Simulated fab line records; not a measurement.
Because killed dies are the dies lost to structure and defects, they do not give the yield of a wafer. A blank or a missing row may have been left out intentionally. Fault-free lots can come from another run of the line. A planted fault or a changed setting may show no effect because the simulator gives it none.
Matching of chambers | flow nand-harc | NHARC_A_STAIRCASE_DEP_156 on pecvd-01: 3 sister chambers
The step deposits SiNx, target thk 50 nm. 3 wafers are shown with their chamber, then 12 later ones without.

## EACH WAFER AND ITS CHAMBER
wafer  | chamber | heater-power-w (W)
L092.4 | 1       | 669
L090.4 | 0       | 753
L090.5 | 2       | 794

## WAFERS WITHOUT THEIR CHAMBER
wafer  | heater-power-w (W)
L091.3 | 784
L091.4 | 763
L091.5 | 782
L093.1 | 640
L093.2 | 654
L093.5 | 755
L094.1 | 742
L094.2 | 815
L094.3 | 753
L097.1 | 733
L097.5 | 664
L097.6 | 718

## WHICH CHAMBER EACH ONE RAN IN
wafer  | from the rows above     | in truth
L091.3 | can't be placed: 2 or 0 | 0
L091.4 | can't be placed: 0 or 2 | 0
L091.5 | can't be placed: 2 or 0 | 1
L093.1 | 1                       | 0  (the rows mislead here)
L093.2 | 1                       | 1
L093.5 | 0                       | 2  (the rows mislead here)
L094.1 | 0                       | 0
L094.2 | 2                       | 2
L094.3 | 0                       | 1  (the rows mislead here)
L097.1 | 0                       | 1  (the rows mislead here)
L097.5 | 1                       | 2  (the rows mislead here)
L097.6 | can't be placed: 0 or 1 | 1
3 of 12 placed correctly. Unplaceable from these rows: 4, with the true chamber sitting among the candidates in 3. 5 placed wrongly.
How it was worked out, from the rows above alone: a wafer's distance from a chamber is the root of the sum, over the readings, of the square of ((its reading less the chamber's mean) divided by the reading's scatter). The wafer belongs to the nearest chamber; if the next one is less than 2 further off, it can't be placed. A chamber's mean is the mean of its shown wafers. The scatter (one wafer shown for each chamber): square how far every hidden wafer sits from the nearest shown wafer, average those squares and take the square root.
